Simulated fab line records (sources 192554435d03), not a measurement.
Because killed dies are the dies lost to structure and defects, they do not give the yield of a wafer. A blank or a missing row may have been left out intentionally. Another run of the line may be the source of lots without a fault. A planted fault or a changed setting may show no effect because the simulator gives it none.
fab line records -- flow n5-finfet
record lots=24, wafers=72, last-day=17
route steps=1938 shown BEOL_M1@812 BEOL_M2@866
lots with no fault: from the same line, run without faults
start-h: start of the lot's first displayed wafer, in hours after the record's first day -- wait-h: time in hours since the lot's previous step -- " unchanged from the row above -- L1.1+2: one row covering several wafers at once -- - either no value or no given start -- * or withheld: withheld -- < > ~ a bound
route shown NAME@n: a module of which the file shows steps, and the number in the route of the first -- usual: average and standard deviation across the fault-free wafers -- same: alike in all rows -- chamber/n: place in a boat -- sites: per-site readings -- _std_site: standard deviation of those values -- _edge_site: inner sites' mean taken away from outer sites' mean -- radius-mm: how far each site lies from the wafer's centre -- mask NAME#n: copy n -- behind: the last tool/chamber to shape the wafer -- hold: reason for holding the lot/hours on hold/outcome of the hold -- device: transistor that didn't switch, given as n, p or np -- end of line: tests run on the same wafers once the route is complete -- a step with no rows: only its recipe -- killed: dies lost to structure and defects at the first sort, not the wafer's yield -- map: per-die view of a wafer (x killed, . not killed, _ where there is no die)
set.NAME: the setting that was run; set.NAME@STEP: the one run at that earlier step -- model.NAME: the simulator's own value behind a step, which no gauge read
the route's steps for a sample of lots (tables are steps, rows are wafers)
services: when a tool's chamber went out of use (start-h, in hours from the record's first day, below 0 if earlier), for how many hours, and the reason
## steps
# step N5_BEOL_M1_SURFACE_TREAT_85
# recipe gas=Ar, time-s=*, ion-energy-ev=*, ion-current-ma-cm2=0.5, pressure-mtorr=*, ar-flow-sccm=30
# usual throttle-valve-pct=*
lot.wafer,tool,chamber,start-h,wait-h,throttle-valve-pct
L074.4,pvd-sputter-01,-,128.80,0.3,*
L074.5,pvd-sputter-01,-,128.80,0.3,*
L074.6,pvd-sputter-01,-,128.80,0.3,*
L075.2,pvd-sputter-01,-,128.84,0.2,*
L075.3,pvd-sputter-01,-,128.84,0.2,*
L075.5,pvd-sputter-01,-,128.84,0.2,*
L076.2,pvd-sputter-03,-,137.45,0.2,*
L076.4,pvd-sputter-03,-,137.45,0.2,*
L076.5,pvd-sputter-03,-,137.45,0.2,*
L077.1,pvd-sputter-02,-,148.60,0.1,*
L077.2,pvd-sputter-02,-,148.60,0.1,*
L077.6,pvd-sputter-02,-,148.60,0.1,*
L078.1,pvd-sputter-03,-,151.65,0.1,*
L078.3,pvd-sputter-03,-,151.65,0.1,*
L078.6,pvd-sputter-03,-,151.65,0.1,*
L079.1,pvd-sputter-02,-,160.52,1.5,*
L079.2,pvd-sputter-02,-,160.52,1.5,*
L079.5,pvd-sputter-02,-,160.52,1.5,*
L081.3,pvd-sputter-01,-,176.79,0.3,*
L081.5,pvd-sputter-01,-,176.79,0.3,*
L081.6,pvd-sputter-01,-,176.79,0.3,*
L082.1,pvd-sputter-01,-,182.74,0.3,*
L082.4,pvd-sputter-01,-,182.74,0.3,*
L082.5,pvd-sputter-01,-,182.74,0.3,*
L083.3,pvd-sputter-01,-,182.78,0.1,*
L083.4,pvd-sputter-01,-,182.78,0.1,*
L083.5,pvd-sputter-01,-,182.78,0.1,*
L080.1,pvd-sputter-03,-,189.35,0.2,*
L080.5,pvd-sputter-03,-,189.35,0.2,*
L080.6,pvd-sputter-03,-,189.35,0.2,*
L084.1,pvd-sputter-03,-,189.57,0.2,*
L084.2,pvd-sputter-03,-,189.57,0.2,*
L084.6,pvd-sputter-03,-,189.57,0.2,*
L085.3,pvd-sputter-01,-,194.94,0.2,*
L085.4,pvd-sputter-01,-,194.94,0.2,*
L085.5,pvd-sputter-01,-,194.94,0.2,*
L086.1,pvd-sputter-03,-,197.93,0.2,*
L086.2,pvd-sputter-03,-,197.93,0.2,*
L086.5,pvd-sputter-03,-,197.93,0.2,*
L087.1,pvd-sputter-02,-,205.08,0.1,*
L087.2,pvd-sputter-02,-,205.08,0.1,*
L087.3,pvd-sputter-02,-,205.08,0.1,*
L088.1,pvd-sputter-01,-,215.67,0.1,*
L088.2,pvd-sputter-01,-,215.67,0.1,*
L088.6,pvd-sputter-01,-,215.67,0.1,*
L089.1,pvd-sputter-01,-,219.15,0.2,*
L089.2,pvd-sputter-01,-,219.15,0.2,*
L089.4,pvd-sputter-01,-,219.15,0.2,*
L091.1,pvd-sputter-02,-,225.92,0.3,*
L091.2,pvd-sputter-02,-,225.92,0.3,*
L091.3,pvd-sputter-02,-,225.92,0.3,*
L090.3,pvd-sputter-01,-,233.53,0.2,*
L090.5,pvd-sputter-01,-,233.53,0.2,*
L090.6,pvd-sputter-01,-,233.53,0.2,*
L092.2,pvd-sputter-03,-,237.07,0.2,*
L092.4,pvd-sputter-03,-,237.07,0.2,*
L092.6,pvd-sputter-03,-,237.07,0.2,*
L093.2,pvd-sputter-03,-,237.41,0.4,*
L093.3,pvd-sputter-03,-,237.41,0.4,*
L093.4,pvd-sputter-03,-,237.41,0.4,*
L094.4,pvd-sputter-03,-,250.06,0.1,*
L094.5,pvd-sputter-03,-,250.06,0.1,*
L094.6,pvd-sputter-03,-,250.06,0.1,*
L096.1,pvd-sputter-01,-,258.33,0.2,*
L096.2,pvd-sputter-01,-,258.33,0.2,*
L096.5,pvd-sputter-01,-,258.33,0.2,*
L095.1,pvd-sputter-02,-,259.61,0.2,*
L095.4,pvd-sputter-02,-,259.61,0.2,*
L095.5,pvd-sputter-02,-,259.61,0.2,*
L097.2,pvd-sputter-01,-,267.52,0.1,*
L097.3,pvd-sputter-01,-,267.52,0.1,*
L097.4,pvd-sputter-01,-,267.52,0.1,*
# step N5_BEOL_M1_ANNEAL_89
# recipe temp-c=400, time-s=240, ambient=vacuum
# usual heater-power-w=822/58
lot.wafer,tool,chamber,start-h,wait-h,heater-power-w
L074.4,pvd-sputter-01,-,130.10,0.0,840
L074.5,pvd-sputter-01,-,130.10,0.0,856
L074.6,pvd-sputter-01,-,130.10,0.0,897
L075.2,pvd-sputter-03,-,131.32,0.0,832
L075.3,pvd-sputter-03,-,131.32,0.0,801
L075.5,pvd-sputter-03,-,131.32,0.0,813
L076.2,pvd-sputter-03,-,138.95,0.0,748
L076.4,pvd-sputter-03,-,138.95,0.0,798
L076.5,pvd-sputter-03,-,138.95,0.0,778
L077.1,pvd-sputter-02,-,150.16,0.0,671
L077.2,pvd-sputter-02,-,150.16,0.0,863
L077.6,pvd-sputter-02,-,150.16,0.0,695
L078.1,pvd-sputter-03,-,152.91,0.0,815
L078.3,pvd-sputter-03,-,152.91,0.0,751
L078.6,pvd-sputter-03,-,152.91,0.0,774
L079.1,pvd-sputter-02,-,161.82,0.0,843
L079.2,pvd-sputter-02,-,161.82,0.0,687
L079.5,pvd-sputter-02,-,161.82,0.0,881
L081.3,pvd-sputter-02,-,179.06,0.0,855
L081.5,pvd-sputter-02,-,179.06,0.0,845
L081.6,pvd-sputter-02,-,179.06,0.0,681
L083.3,pvd-sputter-01,-,184.18,0.0,854
L083.4,pvd-sputter-01,-,184.18,0.0,831
L083.5,pvd-sputter-01,-,184.18,0.0,876
L082.1,pvd-sputter-02,-,184.24,0.0,681
L082.4,pvd-sputter-02,-,184.24,0.0,864
L082.5,pvd-sputter-02,-,184.24,0.0,845
L080.1,pvd-sputter-03,-,190.57,0.0,763
L080.5,pvd-sputter-03,-,190.57,0.0,778
L080.6,pvd-sputter-03,-,190.57,0.0,827
L084.1,pvd-sputter-02,-,190.80,0.0,690
L084.2,pvd-sputter-02,-,190.80,0.0,823
L084.6,pvd-sputter-02,-,190.80,0.0,846
L085.3,pvd-sputter-01,-,196.17,0.0,839
L085.4,pvd-sputter-01,-,196.17,0.0,853
L085.5,pvd-sputter-01,-,196.17,0.0,837
L086.1,pvd-sputter-03,-,199.17,0.0,841
L086.2,pvd-sputter-03,-,199.17,0.0,747
L086.5,pvd-sputter-03,-,199.17,0.0,761
L087.1,pvd-sputter-02,-,206.32,0.0,847
L087.2,pvd-sputter-02,-,206.32,0.0,871
L087.3,pvd-sputter-02,-,206.32,0.0,680
L088.1,pvd-sputter-03,-,216.88,0.0,749
L088.2,pvd-sputter-03,-,216.88,0.0,748
L088.6,pvd-sputter-03,-,216.88,0.0,837
L089.1,pvd-sputter-01,-,220.55,0.0,928
L089.2,pvd-sputter-01,-,220.55,0.0,844
L089.4,pvd-sputter-01,-,220.55,0.0,842
L091.1,pvd-sputter-02,-,227.12,0.0,851
L091.2,pvd-sputter-02,-,227.12,0.0,859
L091.3,pvd-sputter-02,-,227.12,0.0,693
L090.3,pvd-sputter-01,-,234.71,0.0,844
L090.5,pvd-sputter-01,-,234.71,0.0,855
L090.6,pvd-sputter-01,-,234.71,0.0,850
L092.2,pvd-sputter-03,-,238.41,0.0,760
L092.4,pvd-sputter-03,-,238.41,0.0,768
L092.6,pvd-sputter-03,-,238.41,0.0,833
L093.2,pvd-sputter-01,-,238.61,0.0,852
L093.3,pvd-sputter-01,-,238.61,0.0,828
L093.4,pvd-sputter-01,-,238.61,0.0,921
L094.4,pvd-sputter-01,-,251.41,0.0,884
L094.5,pvd-sputter-01,-,251.41,0.0,857
L094.6,pvd-sputter-01,-,251.41,0.0,893
L096.1,pvd-sputter-01,-,259.51,0.0,903
L096.2,pvd-sputter-01,-,259.51,0.0,872
L096.5,pvd-sputter-01,-,259.51,0.0,903
L095.1,pvd-sputter-02,-,260.79,0.0,699
L095.4,pvd-sputter-02,-,260.79,0.0,873
L095.5,pvd-sputter-02,-,260.79,0.0,664
L097.2,pvd-sputter-03,-,268.76,0.0,786
L097.3,pvd-sputter-03,-,268.76,0.0,792
L097.4,pvd-sputter-03,-,268.76,0.0,738
# step N5_BEOL_M1_SPUTTER_90
# recipe material=Cu, target-thk-a=45, temp-c=-20, chamber-pressure-pa=0.07, power-w=withheld, time-s=8.29
# usual substrate-temp-c=-20.01/0.097, throttle-valve-pct=30.3/0.89
lot.wafer,tool,chamber,start-h,wait-h,substrate-temp-c,throttle-valve-pct
L074.4,pvd-sputter-01,-,130.24,0.1,-20.12,29.7
L074.5,pvd-sputter-01,-,130.24,0.1,-19.96,29.0
L074.6,pvd-sputter-01,-,130.24,0.1,-20.09,30.6
L075.2,pvd-sputter-03,-,131.46,0.1,-19.83,30.8
L075.3,pvd-sputter-03,-,131.46,0.1,-20.04,31.5
L075.5,pvd-sputter-03,-,131.46,0.1,-19.81,30.8
L076.2,pvd-sputter-03,-,139.09,0.1,-19.91,29.6
L076.4,pvd-sputter-03,-,139.09,0.1,-20.01,29.2
L076.5,pvd-sputter-03,-,139.09,0.1,-20.03,31.7
L077.1,pvd-sputter-02,-,150.30,0.1,-19.97,29.8
L077.2,pvd-sputter-02,-,150.30,0.1,-20.05,31.3
L077.6,pvd-sputter-02,-,150.30,0.1,-19.97,29.9
L078.1,pvd-sputter-03,-,153.05,0.1,-20.06,30.9
L078.3,pvd-sputter-03,-,153.05,0.1,-19.96,31.8
L078.6,pvd-sputter-03,-,153.05,0.1,-20.21,29.8
L079.1,pvd-sputter-02,-,161.96,0.1,-20.16,31.4
L079.2,pvd-sputter-02,-,161.96,0.1,-19.96,30.1
L079.5,pvd-sputter-02,-,161.96,0.1,-19.93,30.7
L081.3,pvd-sputter-02,-,179.20,0.1,-19.94,31.5
L081.5,pvd-sputter-02,-,179.20,0.1,-19.95,31.5
L081.6,pvd-sputter-02,-,179.20,0.1,-20.09,30.1
L083.3,pvd-sputter-01,-,184.32,0.1,-19.98,30.5
L083.4,pvd-sputter-01,-,184.32,0.1,-19.94,29.5
L083.5,pvd-sputter-01,-,184.32,0.1,-20.01,30.7
L082.1,pvd-sputter-02,-,184.38,0.1,-19.97,30.2
L082.4,pvd-sputter-02,-,184.38,0.1,-19.94,29.8
L082.5,pvd-sputter-02,-,184.38,0.1,-19.95,30.8
L080.1,pvd-sputter-03,-,190.71,0.1,-19.95,29.3
L080.5,pvd-sputter-03,-,190.71,0.1,-19.98,28.8
L080.6,pvd-sputter-03,-,190.71,0.1,-19.92,30.6
L084.1,pvd-sputter-02,-,190.94,0.1,-20.00,29.6
L084.2,pvd-sputter-02,-,190.94,0.1,-20.11,30.2
L084.6,pvd-sputter-02,-,190.94,0.1,-20.11,30.5
L085.3,pvd-sputter-01,-,196.31,0.1,-20.12,29.7
L085.4,pvd-sputter-01,-,196.31,0.1,-19.89,28.7
L085.5,pvd-sputter-01,-,196.31,0.1,-20.09,29.7
L086.1,pvd-sputter-03,-,199.31,0.1,-20.11,30.7
L086.2,pvd-sputter-03,-,199.31,0.1,-19.94,29.7
L086.5,pvd-sputter-03,-,199.31,0.1,-20.09,28.9
L087.1,pvd-sputter-02,-,206.46,0.1,-20.04,31.2
L087.2,pvd-sputter-02,-,206.46,0.1,-19.95,30.9
L087.3,pvd-sputter-02,-,206.46,0.1,-20.19,29.8
L088.1,pvd-sputter-03,-,217.02,0.1,-19.96,31.7
L088.2,pvd-sputter-03,-,217.02,0.1,-19.99,29.5
L088.6,pvd-sputter-03,-,217.02,0.1,-19.94,31.1
L089.1,pvd-sputter-01,-,220.69,0.1,-20.13,30.7
L089.2,pvd-sputter-01,-,220.69,0.1,-20.10,30.7
L089.4,pvd-sputter-01,-,220.69,0.1,-20.05,29.0
L091.1,pvd-sputter-02,-,227.26,0.1,-19.92,29.9
L091.2,pvd-sputter-02,-,227.26,0.1,-19.91,31.2
L091.3,pvd-sputter-02,-,227.26,0.1,-20.14,29.7
L090.3,pvd-sputter-01,-,234.85,0.1,-20.11,30.8
L090.5,pvd-sputter-01,-,234.85,0.1,-20.12,30.6
L090.6,pvd-sputter-01,-,234.85,0.1,-19.96,29.3
L092.2,pvd-sputter-03,-,238.55,0.1,-19.86,29.7
L092.4,pvd-sputter-03,-,238.55,0.1,-19.98,31.9
L092.6,pvd-sputter-03,-,238.55,0.1,-20.01,30.7
L093.2,pvd-sputter-01,-,238.75,0.1,-19.97,28.8
L093.3,pvd-sputter-01,-,238.75,0.1,-19.86,30.1
L093.4,pvd-sputter-01,-,238.75,0.1,-20.07,30.8
L094.4,pvd-sputter-01,-,251.55,0.1,-19.95,30.7
L094.5,pvd-sputter-01,-,251.55,0.1,-19.81,29.7
L094.6,pvd-sputter-01,-,251.55,0.1,-19.93,30.7
L096.1,pvd-sputter-01,-,259.65,0.1,-20.18,30.6
L096.2,pvd-sputter-01,-,259.65,0.1,-20.01,30.7
L096.5,pvd-sputter-01,-,259.65,0.1,-20.15,30.5
L095.1,pvd-sputter-02,-,260.93,0.1,-19.99,30.2
L095.4,pvd-sputter-02,-,260.93,0.1,-20.02,30.7
L095.5,pvd-sputter-02,-,260.93,0.1,-20.06,30.1
L097.2,pvd-sputter-03,-,268.90,0.1,-20.13,31.7
L097.3,pvd-sputter-03,-,268.90,0.1,-20.14,28.9
L097.4,pvd-sputter-03,-,268.90,0.1,-20.04,29.8
# step N5_BEOL_M1_ANNEAL_91
# recipe temp-c=400, time-s=240, ambient=vacuum
# usual heater-power-w=820/57
lot.wafer,tool,chamber,start-h,wait-h,heater-power-w
L074.4,pvd-sputter-01,-,130.32,0.0,821
L074.5,pvd-sputter-01,-,130.32,0.0,854
L074.6,pvd-sputter-01,-,130.32,0.0,899
L075.2,pvd-sputter-03,-,131.54,0.0,807
L075.3,pvd-sputter-03,-,131.54,0.0,760
L075.5,pvd-sputter-03,-,131.54,0.0,840
L076.2,pvd-sputter-03,-,139.17,0.0,746
L076.4,pvd-sputter-03,-,139.17,0.0,783
L076.5,pvd-sputter-03,-,139.17,0.0,779
L077.1,pvd-sputter-02,-,150.38,0.0,677
L077.2,pvd-sputter-02,-,150.38,0.0,868
L077.6,pvd-sputter-02,-,150.38,0.0,682
L078.1,pvd-sputter-03,-,153.13,0.0,824
L078.3,pvd-sputter-03,-,153.13,0.0,751
L078.6,pvd-sputter-03,-,153.13,0.0,753
L079.1,pvd-sputter-02,-,162.04,0.0,833
L079.2,pvd-sputter-02,-,162.04,0.0,697
L079.5,pvd-sputter-02,-,162.04,0.0,856
L081.3,pvd-sputter-02,-,179.28,0.0,847
L081.5,pvd-sputter-02,-,179.28,0.0,851
L081.6,pvd-sputter-02,-,179.28,0.0,699
L083.3,pvd-sputter-01,-,184.40,0.0,857
L083.4,pvd-sputter-01,-,184.40,0.0,833
L083.5,pvd-sputter-01,-,184.40,0.0,834
L082.1,pvd-sputter-02,-,184.46,0.0,681
L082.4,pvd-sputter-02,-,184.46,0.0,856
L082.5,pvd-sputter-02,-,184.46,0.0,877
L080.1,pvd-sputter-03,-,190.79,0.0,800
L080.5,pvd-sputter-03,-,190.79,0.0,782
L080.6,pvd-sputter-03,-,190.79,0.0,824
L084.1,pvd-sputter-02,-,191.02,0.0,684
L084.2,pvd-sputter-02,-,191.02,0.0,853
L084.6,pvd-sputter-02,-,191.02,0.0,853
L085.3,pvd-sputter-01,-,196.39,0.0,839
L085.4,pvd-sputter-01,-,196.39,0.0,855
L085.5,pvd-sputter-01,-,196.39,0.0,825
L086.1,pvd-sputter-03,-,199.39,0.0,813
L086.2,pvd-sputter-03,-,199.39,0.0,751
L086.5,pvd-sputter-03,-,199.39,0.0,805
L087.1,pvd-sputter-02,-,206.54,0.0,848
L087.2,pvd-sputter-02,-,206.54,0.0,859
L087.3,pvd-sputter-02,-,206.54,0.0,673
L088.1,pvd-sputter-03,-,217.10,0.0,767
L088.2,pvd-sputter-03,-,217.10,0.0,760
L088.6,pvd-sputter-03,-,217.10,0.0,829
L089.1,pvd-sputter-01,-,220.77,0.0,904
L089.2,pvd-sputter-01,-,220.77,0.0,866
L089.4,pvd-sputter-01,-,220.77,0.0,856
L091.1,pvd-sputter-02,-,227.34,0.0,820
L091.2,pvd-sputter-02,-,227.34,0.0,876
L091.3,pvd-sputter-02,-,227.34,0.0,686
L090.3,pvd-sputter-01,-,234.93,0.0,840
L090.5,pvd-sputter-01,-,234.93,0.0,847
L090.6,pvd-sputter-01,-,234.93,0.0,832
L092.2,pvd-sputter-03,-,238.63,0.0,778
L092.4,pvd-sputter-03,-,238.63,0.0,756
L092.6,pvd-sputter-03,-,238.63,0.0,837
L093.2,pvd-sputter-01,-,238.83,0.0,846
L093.3,pvd-sputter-01,-,238.83,0.0,833
L093.4,pvd-sputter-01,-,238.83,0.0,910
L094.4,pvd-sputter-01,-,251.63,0.0,903
L094.5,pvd-sputter-01,-,251.63,0.0,846
L094.6,pvd-sputter-01,-,251.63,0.0,898
L096.1,pvd-sputter-01,-,259.73,0.0,925
L096.2,pvd-sputter-01,-,259.73,0.0,864
L096.5,pvd-sputter-01,-,259.73,0.0,915
L095.1,pvd-sputter-02,-,261.01,0.0,672
L095.4,pvd-sputter-02,-,261.01,0.0,874
L095.5,pvd-sputter-02,-,261.01,0.0,691
L097.2,pvd-sputter-03,-,268.98,0.0,792
L097.3,pvd-sputter-03,-,268.98,0.0,796
L097.4,pvd-sputter-03,-,268.98,0.0,753
# step N5_BEOL_M1_SPUTTER_94
# recipe material=Cu, target-thk-a=45, temp-c=-20, chamber-pressure-pa=0.07, power-w=withheld, time-s=8.29
# usual substrate-temp-c=-19.99/0.095, throttle-valve-pct=30.3/0.87
lot.wafer,tool,chamber,start-h,wait-h,substrate-temp-c,throttle-valve-pct
L074.4,pvd-sputter-01,-,130.68,0.1,-20.08,29.5
L074.5,pvd-sputter-01,-,130.68,0.1,-19.99,28.6
L074.6,pvd-sputter-01,-,130.68,0.1,-19.92,30.6
L075.2,pvd-sputter-03,-,131.90,0.1,-20.02,30.7
L075.3,pvd-sputter-03,-,131.90,0.1,-20.01,31.8
L075.5,pvd-sputter-03,-,131.90,0.1,-19.86,30.6
L076.2,pvd-sputter-03,-,139.53,0.1,-20.00,29.7
L076.4,pvd-sputter-03,-,139.53,0.1,-19.97,29.0
L076.5,pvd-sputter-03,-,139.53,0.1,-20.05,31.9
L077.1,pvd-sputter-02,-,150.74,0.1,-19.99,30.0
L077.2,pvd-sputter-02,-,150.74,0.1,-19.93,31.7
L077.6,pvd-sputter-02,-,150.74,0.1,-20.02,29.9
L078.1,pvd-sputter-03,-,153.49,0.1,-20.13,30.6
L078.3,pvd-sputter-03,-,153.49,0.1,-19.98,31.5
L078.6,pvd-sputter-03,-,153.49,0.1,-19.81,29.8
L079.1,pvd-sputter-02,-,162.40,0.1,-19.97,31.5
L079.2,pvd-sputter-02,-,162.40,0.1,-19.95,29.7
L079.5,pvd-sputter-02,-,162.40,0.1,-20.10,30.9
L081.3,pvd-sputter-02,-,179.64,0.1,-20.06,31.5
L081.5,pvd-sputter-02,-,179.64,0.1,-20.03,31.3
L081.6,pvd-sputter-02,-,179.64,0.1,-19.79,30.3
L083.3,pvd-sputter-01,-,184.76,0.1,-19.91,30.9
L083.4,pvd-sputter-01,-,184.76,0.1,-20.13,29.4
L083.5,pvd-sputter-01,-,184.76,0.1,-19.94,30.6
L082.1,pvd-sputter-02,-,184.82,0.1,-20.04,30.1
L082.4,pvd-sputter-02,-,184.82,0.1,-20.05,29.8
L082.5,pvd-sputter-02,-,184.82,0.1,-19.95,30.9
L080.1,pvd-sputter-03,-,191.15,0.1,-19.98,29.1
L080.5,pvd-sputter-03,-,191.15,0.1,-19.99,29.1
L080.6,pvd-sputter-03,-,191.15,0.1,-19.92,30.6
L084.1,pvd-sputter-02,-,191.38,0.1,-20.11,29.7
L084.2,pvd-sputter-02,-,191.38,0.1,-19.97,29.9
L084.6,pvd-sputter-02,-,191.38,0.1,-20.13,30.8
L085.3,pvd-sputter-01,-,196.75,0.1,-19.93,29.6
L085.4,pvd-sputter-01,-,196.75,0.1,-19.86,28.9
L085.5,pvd-sputter-01,-,196.75,0.1,-19.89,29.7
L086.1,pvd-sputter-03,-,199.75,0.1,-20.09,30.7
L086.2,pvd-sputter-03,-,199.75,0.1,-20.11,29.7
L086.5,pvd-sputter-03,-,199.75,0.1,-20.08,29.1
L087.1,pvd-sputter-02,-,206.90,0.1,-20.13,31.7
L087.2,pvd-sputter-02,-,206.90,0.1,-19.89,30.9
L087.3,pvd-sputter-02,-,206.90,0.1,-20.05,30.1
L088.1,pvd-sputter-03,-,217.46,0.1,-20.07,31.7
L088.2,pvd-sputter-03,-,217.46,0.1,-20.05,29.9
L088.6,pvd-sputter-03,-,217.46,0.1,-19.94,30.6
L089.1,pvd-sputter-01,-,221.13,0.1,-20.07,30.7
L089.2,pvd-sputter-01,-,221.13,0.1,-20.03,30.7
L089.4,pvd-sputter-01,-,221.13,0.1,-19.94,28.8
L091.1,pvd-sputter-02,-,227.70,0.1,-19.90,29.9
L091.2,pvd-sputter-02,-,227.70,0.1,-19.83,31.7
L091.3,pvd-sputter-02,-,227.70,0.1,-19.86,29.9
L090.3,pvd-sputter-01,-,235.29,0.1,-20.25,30.4
L090.5,pvd-sputter-01,-,235.29,0.1,-20.09,30.7
L090.6,pvd-sputter-01,-,235.29,0.1,-19.81,29.6
L092.2,pvd-sputter-03,-,238.99,0.1,-20.03,30.0
L092.4,pvd-sputter-03,-,238.99,0.1,-20.09,31.7
L092.6,pvd-sputter-03,-,238.99,0.1,-19.91,31.0
L093.2,pvd-sputter-01,-,239.19,0.1,-20.07,28.9
L093.3,pvd-sputter-01,-,239.19,0.1,-20.09,29.5
L093.4,pvd-sputter-01,-,239.19,0.1,-20.06,30.3
L094.4,pvd-sputter-01,-,251.99,0.1,-19.98,30.6
L094.5,pvd-sputter-01,-,251.99,0.1,-19.81,29.7
L094.6,pvd-sputter-01,-,251.99,0.1,-20.13,30.6
L096.1,pvd-sputter-01,-,260.09,0.1,-20.08,30.5
L096.2,pvd-sputter-01,-,260.09,0.1,-20.09,30.7
L096.5,pvd-sputter-01,-,260.09,0.1,-20.00,30.6
L095.1,pvd-sputter-02,-,261.37,0.1,-19.99,30.0
L095.4,pvd-sputter-02,-,261.37,0.1,-20.09,31.0
L095.5,pvd-sputter-02,-,261.37,0.1,-20.02,30.0
L097.2,pvd-sputter-03,-,269.34,0.1,-19.99,31.7
L097.3,pvd-sputter-03,-,269.34,0.1,-20.14,29.2
L097.4,pvd-sputter-03,-,269.34,0.1,-19.99,29.8
# step N5_BEOL_M2_CD_MEAS_18
# recipe pitch-nm=36, target-cd-nm=18
# usual cd-nm=17.99/0.3
lot.wafer,tool,chamber,start-h,wait-h,cd-nm
L074.4,cd-sem-02,-,136.66,0.1,17.30
L074.5,cd-sem-02,-,136.66,0.1,18.11
L074.6,cd-sem-02,-,136.66,0.1,17.68
L075.2,cd-sem-01,-,136.75,0.1,18.18
L075.3,cd-sem-01,-,136.75,0.1,18.46
L075.5,cd-sem-01,-,136.75,0.1,18.34
L076.2,cd-sem-01,-,142.25,0.1,18.28
L076.4,cd-sem-01,-,142.25,0.1,18.20
L076.5,cd-sem-01,-,142.25,0.1,17.45
L077.1,cd-sem-03,-,153.42,0.0,17.84
L077.2,cd-sem-03,-,153.42,0.0,17.79
L077.6,cd-sem-03,-,153.42,0.0,17.82
L078.1,cd-sem-02,-,158.52,0.0,17.59
L078.3,cd-sem-02,-,158.52,0.0,18.00
L078.6,cd-sem-02,-,158.52,0.0,17.51
L079.1,cd-sem-03,-,166.77,0.0,18.15
L079.2,cd-sem-03,-,166.77,0.0,18.49
L079.5,cd-sem-03,-,166.77,0.0,18.07
L081.3,cd-sem-01,-,182.69,0.1,17.81
L081.5,cd-sem-01,-,182.69,0.1,18.32
L081.6,cd-sem-01,-,182.69,0.1,17.66
L083.3,cd-sem-02,-,188.18,0.1,17.64
L083.4,cd-sem-02,-,188.18,0.1,18.34
L083.5,cd-sem-02,-,188.18,0.1,18.04
L082.1,cd-sem-03,-,188.56,0.0,18.62
L082.4,cd-sem-03,-,188.56,0.0,18.40
L082.5,cd-sem-03,-,188.56,0.0,17.98
L080.1,cd-sem-01,-,196.13,0.0,18.24
L080.5,cd-sem-01,-,196.13,0.0,18.17
L080.6,cd-sem-01,-,196.13,0.0,18.41
L084.1,cd-sem-03,-,196.36,0.0,17.77
L084.2,cd-sem-03,-,196.36,0.0,17.88
L084.6,cd-sem-03,-,196.36,0.0,17.99
L085.3,cd-sem-02,-,201.43,0.1,17.99
L085.4,cd-sem-02,-,201.43,0.1,18.02
L085.5,cd-sem-02,-,201.43,0.1,17.98
L086.1,cd-sem-01,-,205.95,0.0,17.94
L086.2,cd-sem-01,-,205.95,0.0,18.53
L086.5,cd-sem-01,-,205.95,0.0,17.82
L087.1,cd-sem-02,-,210.91,0.0,18.13
L087.2,cd-sem-02,-,210.91,0.0,17.85
L087.3,cd-sem-02,-,210.91,0.0,18.42
L088.1,cd-sem-03,-,221.52,0.0,17.70
L088.2,cd-sem-03,-,221.52,0.0,18.24
L088.6,cd-sem-03,-,221.52,0.0,18.21
L089.1,cd-sem-02,-,225.23,0.0,18.05
L089.2,cd-sem-02,-,225.23,0.0,17.64
L089.4,cd-sem-02,-,225.23,0.0,17.90
L091.1,cd-sem-01,-,230.26,0.0,17.87
L091.2,cd-sem-01,-,230.26,0.0,18.12
L091.3,cd-sem-01,-,230.26,0.0,17.81
L090.3,cd-sem-01,-,240.53,0.1,18.32
L090.5,cd-sem-01,-,240.53,0.1,17.72
L090.6,cd-sem-01,-,240.53,0.1,18.22
L093.2,cd-sem-03,-,242.52,0.1,18.10
L093.3,cd-sem-03,-,242.52,0.1,18.06
L093.4,cd-sem-03,-,242.52,0.1,17.75
L092.2,cd-sem-01,-,242.97,0.1,17.75
L092.4,cd-sem-01,-,242.97,0.1,17.96
L092.6,cd-sem-01,-,242.97,0.1,17.68
L094.4,cd-sem-03,-,256.09,0.0,18.14
L094.5,cd-sem-03,-,256.09,0.0,17.89
L094.6,cd-sem-03,-,256.09,0.0,18.08
L096.1,cd-sem-02,-,265.24,0.0,18.33
L096.2,cd-sem-02,-,265.24,0.0,18.34
L096.5,cd-sem-02,-,265.24,0.0,18.38
L095.1,cd-sem-02,-,265.41,0.0,17.97
L095.4,cd-sem-02,-,265.41,0.0,18.31
L095.5,cd-sem-02,-,265.41,0.0,17.93
L097.2,cd-sem-03,-,273.52,0.1,18.46
L097.3,cd-sem-03,-,273.52,0.1,18.48
L097.4,cd-sem-03,-,273.52,0.1,18.66
## services
tool,chamber,start-h,hours,kind
pvd-sputter-03,-,140.90,4.9,repair
## key
fault none
